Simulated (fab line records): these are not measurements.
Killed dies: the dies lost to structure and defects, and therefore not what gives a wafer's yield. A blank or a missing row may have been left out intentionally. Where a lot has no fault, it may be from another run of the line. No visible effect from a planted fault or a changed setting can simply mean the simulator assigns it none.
A lot that was struck, set against a sound lot || flow nand-harc || 42 steps out of a route of 1159
Sound: wafers L288.2, L288.4, L288.5. The struck wafers were L297.1, L297.3, L297.4. The cause comes at the end.
For every step that has rows: the tool of each side, followed by ch and its chambers, followed by its first start. Under that, the readings that differ: sound wafers || struck wafers || difference of the means || sigmas: that difference in standard deviations of wafers without a fault.
alike: words and numbers the same on both sides, and readings whose means are apart by under 2 such deviations; not compared: readings that were withheld, readings missing a value for some wafer, numbers with overlapping values and no deviation given by the record, and bounds like >300 which may hide the same value.
The two part at a step that has a row with sigmas, a row that says differs or no value, or rows on one side only. Numbers that have no deviation but don't overlap get no sigmas and don't part them. A reading missing from all wafers of one side parts the sides only when that side holds two or more wafers.

first, 2 steps without rows for these wafers: NHARC_A_CONTACT_DESCUM_47 (chemistry O2, time 3 s); NHARC_A_CONTACT_ETCH_48 (etches the open film in CF4, target depth 39 nm, time 65 s).
NHARC_A_CONTACT_ETCH_49: etches the open film in N2/H2, target depth 260 nm, time 475.3 s.
  sound on rie-diel-10 ch 0,1,3; struck on rie-diel-10 ch 0,2,3
  alike: drypump-motor-current-A, oes-product-au, rf-vpp-V, showerhead-plenum-p-Torr, throttle-valve-pct
  not compared: rf-hours-counter-h
then, 6 steps without rows for these wafers: NHARC_A_CONTACT_ETCH_50 (etches the open film in CF4/CHF3, target depth 84.7 nm, time 42.4 s); NHARC_A_CONTACT_ETCH_51 (etches the open film in O2/COS, target depth 3600 nm, time 936 s); NHARC_A_CONTACT_ETCH_111 (etches the open film in C4F8/O2/Ar, time 140 s, target depth 700 nm); NHARC_A_CONTACT_ETCH_112 (etches the open film in C4F8/O2/Ar, time 94 s, target depth 922 nm); NHARC_A_CONTACT_ETCH_113 (etches the open film in C4F8/O2/Ar, time 94 s, target depth 922 nm); NHARC_A_CONTACT_ETCH_114 (etches the open film in C4F8/O2/Ar, time 94 s, target depth 922 nm).
NHARC_A_CONTACT_ETCH_115: etches the open film in C4F8/O2/Ar, time 94 s, target depth 922 nm.
  sound on har-cap-etch-02 ch 0,1, day 18 19:18; struck on har-cap-etch-03 ch 0,1, day 20 18:59
  not compared: rf-hours-counter-h
then, 1 step without rows for these wafers: NHARC_A_CONTACT_ETCH_116 (etches the open film in C4F8/O2/Ar, time 94 s, target depth 922 nm).
NHARC_A_CONTACT_ETCH_117: etches the open film in C4F8/O2/Ar, time 94 s, target depth 922 nm.
  sound on har-cap-etch-02 ch 0,1, day 18 19:29; struck on har-cap-etch-03 ch 0,1, day 20 19:10
  not compared: rf-hours-counter-h
then, 3 steps without rows for these wafers: NHARC_A_CONTACT_ETCH_118 (etches the open film in C4F8/O2/Ar, time 94 s, target depth 922 nm); NHARC_A_CONTACT_ETCH_119 (etches the open film in C4F8/O2/Ar, time 94 s, target depth 922 nm); NHARC_A_CONTACT_ETCH_120 (etches the open film in C4F8/O2/Ar, time 94 s, target depth 922 nm).
NHARC_A_CONTACT_ETCH_121: etches the open film in C4F8/O2/Ar, time 94 s, target depth 922 nm.
  sound on har-cap-etch-02 ch 0,1, day 18 19:51; struck on har-cap-etch-03 ch 0,1, day 20 19:32
  not compared: rf-hours-counter-h
then, 4 steps without rows for these wafers: NHARC_A_CONTACT_ETCH_122 (etches the open film in C4F8/O2/Ar, time 95 s, target depth 930 nm); NHARC_A_CONTACT_ETCH_123 (etches the open film in C4F8/O2/Ar, time 253 s, target depth 1090 nm); NHARC_A_CONTACT_ETCH_90 (etches the open film in CH3F/O2, target depth 40 nm, time 85.7 s); NHARC_A_CONTACT_ETCH_96 (etches the open film in C4F6/O2, target depth 20 nm, time 10 s).
NHARC_A_CONTACT_CD_MEAS_53:
  sound: cd-sem-02 at day 18 21:10; struck: cd-sem-03 at day 20 20:33
{"reading": "cd-nm (nm)", "sound": "190.0 189.6 190.1", "struck": "188.2 188.2 188.4", "difference": -1.6, "sigmas": -2}
then, 3 steps without rows for these wafers: NHARC_A_CONTACT_STRIP_99 (strips in N2/H2); NHARC_A_CONTACT_STRIP_100 (strips in CF4/CHF3); NHARC_A_CONTACT_STRIP_101 (strips in O2/COS).
NHARC_A_CONTACT_ETCH_102: etches the open film in CF4/O2, target depth 70 nm, overetch 7 nm, time 38.5 s.
  sound on rie-diel-10 ch 0,2,3, day 18 21:29; struck on rie-diel-10 ch 0,2,3, day 20 20:53
{"reading": "throttle-valve-pct (%)", "sound": "13.401 13.416 13.399", "struck": "13.386 13.393 13.381", "difference": -0.019, "sigmas": -2}
  alike: drypump-motor-current-A, oes-product-au, rf-vpp-V, showerhead-plenum-p-Torr
  not compared: rf-hours-counter-h
then, 2 steps without rows for these wafers: NHARC_A_CONTACT_STRIP_55 (strips in O2); NHARC_A_CONTACT_STRIP_56 (strips in post etch residue remover, time 600 s).
NHARC_A_CONTACT_DEP_57: deposits aC, target thk 2800 nm.
  sound on acl-dep-02 ch 0, day 19 00:12; struck on acl-dep-03 ch 0, day 20 21:35
{"reading": "susceptor-temp-C (C)", "sound": "- - -", "struck": "399.98 400.00 400.15", "difference": "no value on the sound wafers", "sigmas": ""}
  alike: throttle-valve-pct
then, 11 steps without rows for these wafers: NHARC_A_CONTACT_DEP_58 (deposits SiON, target thk 60 nm); NHARC_A_CONTACT_DEHYDRATE_59 (time 120 s); NHARC_A_CONTACT_HMDS_60 (time 30 s); NHARC_A_CONTACT_COAT_61 (time 75 s); NHARC_A_CONTACT_COAT_62 (time 65 s); NHARC_A_CONTACT_COAT_63 (resist thk 90 nm); NHARC_A_CONTACT_SOFTBAKE_64 (time 55 s); NHARC_A_CONTACT_EBR_65; NHARC_A_CONTACT_EXPOSE_66 (exposes mask A CC 2); NHARC_A_CONTACT_PEB_67 (peb time 65 s); NHARC_A_CONTACT_DEVELOP_68 (develop time 35 s).
NHARC_A_CONTACT_CD_MEAS_69 targets a cd of 200 nm.
  sound on cd-sem-03 ch 0, day 19 02:22; struck on cd-sem-01 ch 0, day 21 00:05
  alike: cd-nm
NHARC_A_CONTACT_OVL_MEAS_70:
  sound: overlay-02 at day 19 02:28; struck: overlay-01 at day 21 00:11
{"reading": "overlay-y-nm (nm)", "sound": "1.9 1.0 1.3", "struck": "-1.4 -1.0 -1.6", "difference": -2.7, "sigmas": -2}
  alike: overlay-x-nm
-- record jumps: 3 days between struck wafers' starts before vs after; left off in module A_CONTACT, resumes in module END, first step shown is number 1159 of the route --
NHARC_END_SORT_01:
  here the record holds rows for the struck wafers (prober-01 ch 0, day 23 21:11) but none for the sound ones

WHERE THEY PART
First at NHARC_A_CONTACT_CD_MEAS_53; last, within this record, at NHARC_END_SORT_01.

WHY: what had been put in by the simulator
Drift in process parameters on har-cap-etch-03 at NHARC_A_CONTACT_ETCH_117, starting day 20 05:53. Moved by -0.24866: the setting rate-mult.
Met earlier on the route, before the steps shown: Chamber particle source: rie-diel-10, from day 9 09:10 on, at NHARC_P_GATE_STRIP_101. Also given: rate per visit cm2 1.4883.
